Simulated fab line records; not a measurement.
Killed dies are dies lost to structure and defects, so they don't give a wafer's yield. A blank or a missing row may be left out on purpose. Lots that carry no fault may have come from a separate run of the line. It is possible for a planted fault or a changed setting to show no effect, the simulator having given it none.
A struck lot beside a sound one | flow nand_harc | 19 out of 1159 route steps
Sound: the wafers L502.3, L502.5, L502.6. The struck wafers were L508.1, L508.3, L508.5. At the end, the cause is stated.
Each step with rows lists, per side, the tool, then ch with its chambers, then its first start. Under that, the readings that differ: sound wafers | struck wafers | difference of the means | sigmas: that difference in standard deviations of wafers without a fault.
alike: a reading whose means differ by less than 2 such deviations, as well as words and numbers matching on both sides. not compared: withheld readings; readings where some wafer has no value; bounds like >300 that might hide an equal value; numbers whose values overlap and for which the record gives no deviation.
Wherever a step has rows on one side only, a row that says differs or no value, or a row with sigmas, the two part there. When numbers do not overlap yet have no deviation, they are printed without sigmas and do not part them. Lack of a reading on every wafer of one side parts them only where that side has two or more wafers.

NHARC_P_ZERO_WELL_CD_MEAS_11: target cd 500 nm.
  sound on cd_sem-01 ch 0, day 5 01:15; struck on cd_sem-03 ch 0, day 6 13:14
  alike: cd_nm
then, 1 step without rows for these wafers: NHARC_P_ZERO_WELL_HARDBAKE_12 (time 65 s).
NHARC_P_ZERO_WELL_DESCUM_13: chemistry O2, time 3 s.
  sound on rie_diel-08 ch 2,3, day 5 01:25; struck on rie_diel-13 ch 0,1, day 6 13:24
  alike: drypump_motor_current_A, oes_product_au, rf_vpp_V, showerhead_plenum_p_Torr, throttle_valve_pct
  not compared: rf_hours_counter_h
NHARC_P_ZERO_WELL_ETCH_65: etches the open film in N2/H2, target depth 80 nm, overetch 24 nm, time 87.88 s.
  sound on rie_diel-08 ch 0,2,3, day 5 01:31; struck on rie_diel-13 ch 0,2,3, day 6 13:29
  alike: drypump_motor_current_A, oes_product_au, rf_vpp_V, showerhead_plenum_p_Torr, throttle_valve_pct
  not compared: rf_hours_counter_h
NHARC_P_ZERO_WELL_ETCH_62: etches the open film in CHF3/Ar, target depth 13 nm, time 6.5 s.
  sound on rie_diel-08 ch 0,1,2; struck on rie_diel-13 ch 0,1
  reading               | sound             | struck            | difference | sigmas
  oes_product_au (a.u.) | 0.964 0.976 0.986 | 0.918 0.920 0.921 | -0.056     | -3
  alike: drypump_motor_current_A, rf_vpp_V, showerhead_plenum_p_Torr, throttle_valve_pct
  not compared: rf_hours_counter_h
NHARC_P_ZERO_WELL_ETCH_63: etches the open film in HBr/Cl2, target depth 120 nm, time 40.1 s.
  sound on rie_si-01 ch 2,3, day 5 01:40; struck on rie_si-02 ch 0,2,3, day 6 13:41
  reading               | sound             | struck            | difference | sigmas
  oes_product_au (a.u.) | 0.999 0.979 0.994 | 1.001 1.006 1.008 | +0.014     | +2
  alike: drypump_motor_current_A, throttle_valve_pct
  not compared: rf_hours_counter_h
then, 6 steps without rows for these wafers: NHARC_P_ZERO_WELL_STRIP_15 (strips in SPM, time 900 s); NHARC_P_ZERO_WELL_DEHYDRATE_16 (time 120 s); NHARC_P_ZERO_WELL_HMDS_17 (time 30 s); NHARC_P_ZERO_WELL_COAT_18; NHARC_P_ZERO_WELL_SOFTBAKE_19 (time 95 s); NHARC_P_ZERO_WELL_EBR_20.
NHARC_P_ZERO_WELL_EXPOSE_21: exposes mask P NWELL, target cd 720 nm.
  sound on krf_scanner-04 ch 0, day 5 02:27; struck on krf_scanner-04 ch 0, day 6 14:26
  reading               | sound                | struck               | difference | sigmas
  stage_vel_mm_s (mm/s) | 499.60 499.99 499.66 | 500.34 500.18 500.39 | +0.55      | +2
  alike: mask, reticle_temp_C
then, 2 steps without rows for these wafers: NHARC_P_ZERO_WELL_PEB_22 (peb time 85 s); NHARC_P_ZERO_WELL_DEVELOP_23 (time 70 s).
NHARC_P_ZERO_WELL_CD_MEAS_24: target cd 720 nm.
  sound on cd_sem-02 ch 0, day 5 02:36; struck on cd_sem-01 ch 0
  reading    | sound             | struck            | difference | sigmas
  cd_nm (nm) | 718.1 719.9 720.1 | 773.7 778.9 772.6 | +55.7      | +35
  not compared: hold
NHARC_P_ZERO_WELL_DESCUM_26: chemistry O2, time 3 s.
  sound on rie_diel-13 ch 0,1, day 5 02:47; struck on rie_diel-11 ch 0,2,3, day 6 16:01
  reading                      | sound             | struck            | difference | sigmas
  model.P_ZERO_WELL.cd_nm (nm) | 717.7 719.8 719.3 | 773.1 778.8 773.2 | +56.1      |
  alike: drypump_motor_current_A, oes_product_au, rf_vpp_V, showerhead_plenum_p_Torr, throttle_valve_pct
  not compared: rf_hours_counter_h
following that, these wafers have no rows for 1 step: NHARC_P_ZERO_WELL_IMPLANT_27.
-- jump in the record: it breaks off in module P_ZERO_WELL and resumes in module END (first step shown: number 1159 of the route), and 19 days separate the struck wafers' starts before and after --
NHARC_END_SORT_01:
  sound on prober-01 ch 0, day 22 15:07; struck on prober-02 ch 0, day 25 04:46
  alike: killed_at_array, killed_at_other, killed_at_periphery, killed_dies, killed_open, killed_short
  not compared: hold

== WHERE THEY PART ==
Last at NHARC_P_ZERO_WELL_CD_MEAS_24 as far as this record goes, first at NHARC_P_ZERO_WELL_ETCH_62. Later steps at which nothing parts them and some readings are alike: NHARC_P_ZERO_WELL_DESCUM_26, NHARC_END_SORT_01.

WHY: whatever the simulator had introduced
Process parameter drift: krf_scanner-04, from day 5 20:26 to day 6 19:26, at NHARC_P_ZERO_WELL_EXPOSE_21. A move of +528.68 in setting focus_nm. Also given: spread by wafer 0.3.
